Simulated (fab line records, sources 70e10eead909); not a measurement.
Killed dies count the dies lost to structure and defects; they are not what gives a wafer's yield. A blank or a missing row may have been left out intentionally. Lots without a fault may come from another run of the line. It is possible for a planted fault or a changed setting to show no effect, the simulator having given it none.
Matching of chambers | flow nand-harc | NHARC_A_WL_FILL_CMP_12 on cmp-01 has 4 sister chambers
The step polishes, t overpolish 30 s, target thk 100 nm. 8 wafers are shown with their chamber, then 11 later ones without.

WAFERS, EACH WITH ITS CHAMBER
wafer  | chamber | time-to-endpoint-s (s) | motor-current-A (A)
L079.4 | 1       | 20.0                   | 12.4
L085.6 | 0       | 17.8                   | 12.6
L088.1 | 0       | 16.3                   | 12.7
L088.4 | 2       | 20.7                   | 13.7
L089.1 | 1       | 19.3                   | 13.2
L089.5 | 2       | 19.8                   | 13.5
L089.6 | 3       | 20.4                   | 13.3
L092.1 | 3       | 21.1                   | 13.4

WAFERS WITHOUT THEIR CHAMBER
wafer  | time-to-endpoint-s (s) | motor-current-A (A)
L092.3 | 19.4                   | 13.0
L092.5 | 18.8                   | 12.8
L096.1 | 13.7                   | 12.8
L096.2 | 20.0                   | 12.9
L096.3 | 19.3                   | 13.1
L096.4 | 17.2                   | 13.0
L096.5 | 17.0                   | 13.8
L096.6 | 19.3                   | 13.2
L097.2 | 20.0                   | 14.4
L097.3 | 14.7                   | 12.8
L097.4 | 17.0                   | 13.0

EACH ONE'S CHAMBER
wafer  | from the rows above               | in truth
L092.3 | can't be placed: 1 or 3 or 2      | 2
L092.5 | can't be placed: 1 or 0           | 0
L096.1 | 0                                 | 0
L096.2 | can't be placed: 1 or 3 or 2      | 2
L096.3 | can't be placed: 1 or 2 or 3      | 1
L096.4 | 0                                 | 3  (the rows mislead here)
L096.5 | can't be placed: 0 or 2 or 1 or 3 | 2
L096.6 | can't be placed: 1 or 2 or 3      | 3
L097.2 | can't be placed: 2 or 3           | 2
L097.3 | 0                                 | 0
L097.4 | 0                                 | 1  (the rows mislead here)
2 of 11 placed correctly. Can't be placed from these rows: 7 (the true chamber is among the candidates in 7). Placed wrongly: 2.
How it was worked out, from the rows above alone: a wafer's distance from a chamber is the root of the sum, over the readings, of the square of ((its reading less the chamber's mean) divided by the reading's scatter). If the next closest chamber is less than 2 further off than the closest, the wafer can't be placed; otherwise it belongs to the closest. Each chamber's mean is taken over the wafers shown for it. The scatter: the root of (the sum of the squares of (reading less its chamber's mean) over the shown wafers, divided by (wafers less chambers)).
